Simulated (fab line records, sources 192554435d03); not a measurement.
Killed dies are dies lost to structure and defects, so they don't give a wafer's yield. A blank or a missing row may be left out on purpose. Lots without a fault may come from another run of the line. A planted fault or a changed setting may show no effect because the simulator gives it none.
One fault seen from 2 desks | flow n5_finfet | each desk has only its own numbers; what lay behind them comes last

THE METROLOGY DESK
What the gauges read, lot by lot, whatever tool the lot ran on: means of the sampled wafers that have a number. A lot is out of limits, marked OUT, if its mean lies more than 4 standard deviations from the usual mean; the brackets give that distance. Of its 10 readings 7 are shown: those that lie furthest out on some lot.
Columns: A = DIBL_N at N5_BEOL_M4_RC_MEAS_101, usual 36.5 mV/V; B = IOFF_N at N5_BEOL_M4_RC_MEAS_101, usual 0.17 nA/um; C = IOFF_P at N5_BEOL_M4_RC_MEAS_101, usual 0.22 nA/um; D = ION_N at N5_BEOL_M4_RC_MEAS_101, usual 671 uA/um; E = ION_P at N5_BEOL_M4_RC_MEAS_101, usual 461 uA/um; F = SS_P at N5_BEOL_M4_RC_MEAS_101, usual 73.5 mV/dec; G = VT_P at N5_BEOL_M4_RC_MEAS_101, usual -250 mV
lot  | first seen here | A    | B    | C    | D   | E   | F    | G
L621 | day 9 04:22     | 36.0 | 0.16 | 0.22 | 671 | 459 | 73.1 | -249
L627 | day 10 03:18    | 36.9 | 0.16 | 0.25 | 658 | 458 | 74.1 | -247
L628 | day 11 02:39    | 34.1 | 0.13 | 0.18 | 664 | 457 | 72.9 | -253
L641 | day 14 06:32    | 38.7 | 0.17 | 0.21 | 664 | 452 | 73.7 | -251
This desk's finding: nothing out of limits on any of the 4 lots.

THE TOOL OWNER'S DESK: litho_track-02
The tool's own readings at N5_BEOL_M4_COAT_22 (resist thk 30 nm): means of the sampled wafers that have a number, for each lot that ran on this tool. A lot is out of limits, marked OUT, if its mean lies more than 4 standard deviations from the usual mean; the brackets give that distance.
Columns: A = spin_speed_rpm at N5_BEOL_M4_COAT_22, usual 1500.1 rpm
lot  | first seen here | A
L621 | day 8 21:40     | 1500.2
L627 | day 9 17:41     | 1705.3 (+99 or more) OUT
L628 | day 10 20:28    | 1705.1 (+99 or more) OUT
L641 | day 13 23:40    | 1500.8
This desk's finding: out of limits on L627, L628; first on L627, day 9 17:41 (spin_speed_rpm at N5_BEOL_M4_COAT_22). In limits: L621, L641.

PUT TOGETHER
The tool owner's desk could have raised an alarm at day 9 17:41, on L627, L628.
The metrology desk saw nothing out of limits.
The metrology desk has L627, L628 on record, within its limits.
Of the lots named, all ran N5_BEOL_M4_COAT_22 on litho_track-02.

WHAT THE SIMULATOR HAD PUT IN
Process parameter drift: litho_track-02, from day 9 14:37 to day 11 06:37, at N5_BEOL_M4_COAT_22. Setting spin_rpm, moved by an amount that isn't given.
Lots struck among those shown: L627, L628.
Hours from the fault's start to each desk's first reading out of limits: the tool owner's desk, 3.
